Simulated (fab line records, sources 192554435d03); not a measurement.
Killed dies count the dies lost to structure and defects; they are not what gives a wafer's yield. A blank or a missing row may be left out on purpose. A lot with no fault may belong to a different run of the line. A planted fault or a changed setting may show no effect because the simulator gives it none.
Which tool was responsible? / flow n5-finfet / at 1 step of a route of 1938, 9 lots with 27 wafers sampled

== WHAT THE GAUGES READ, wafer by wafer ==
N5_BEOL_M4_RC_MEAS_101.
lot=L373; measured=day 7 16:49; on=prober-02; DIBL_N (mV/V)=41.7 36.4 36.7
lot=L372; measured=day 7 17:22; on=prober-01; DIBL_N (mV/V)=32.1 33.0 31.8
lot=L375; measured=day 8 17:45; on=prober-02; DIBL_N (mV/V)=40.0 35.5 40.0
lot=L376; measured=day 8 18:52; on=prober-01; DIBL_N (mV/V)=29.9 35.4 32.0
lot=L384; measured=day 10 21:15; on=prober-02; DIBL_N (mV/V)=34.1 34.7 35.0
lot=L386; measured=day 11 03:30; on=prober-01; DIBL_N (mV/V)=41.8 34.5 35.7
lot=L387; measured=day 12 02:37; on=prober-01; DIBL_N (mV/V)=34.7 38.4 35.1
lot=L394; measured=day 14 07:53; on=prober-01; DIBL_N (mV/V)=36.6 35.8 35.0
lot=L395; measured=day 14 13:20; on=prober-01; DIBL_N (mV/V)=35.6 37.2 35.3

== WHICH TOOL RAN EACH LOT (tool, then ch and the chambers of the sampled wafers, then the start) ==
The record holds no process step before these readings.

== THE ANSWER, worked out from the rows above alone ==
Rule: the usual values come from the lots themselves. The widest of any qualifying gaps counts: lots, ordered by their means at a reading, are off when they make up no more than a third of the lots, leave a main group of 4 or more, and stand apart from it by 3 or more times the standard deviation of that group's means. A main group is skipped when, at the precision printed for the reading in the tables above, its means are all equal. A lot without any number at a reading at which 4 lots or more have one is off too. The other lots that the step has rows for count as sound.
Nothing can be told from this: no lot is off at any reading shown.

== WHAT HAD BEEN PUT IN BY THE SIMULATOR ==
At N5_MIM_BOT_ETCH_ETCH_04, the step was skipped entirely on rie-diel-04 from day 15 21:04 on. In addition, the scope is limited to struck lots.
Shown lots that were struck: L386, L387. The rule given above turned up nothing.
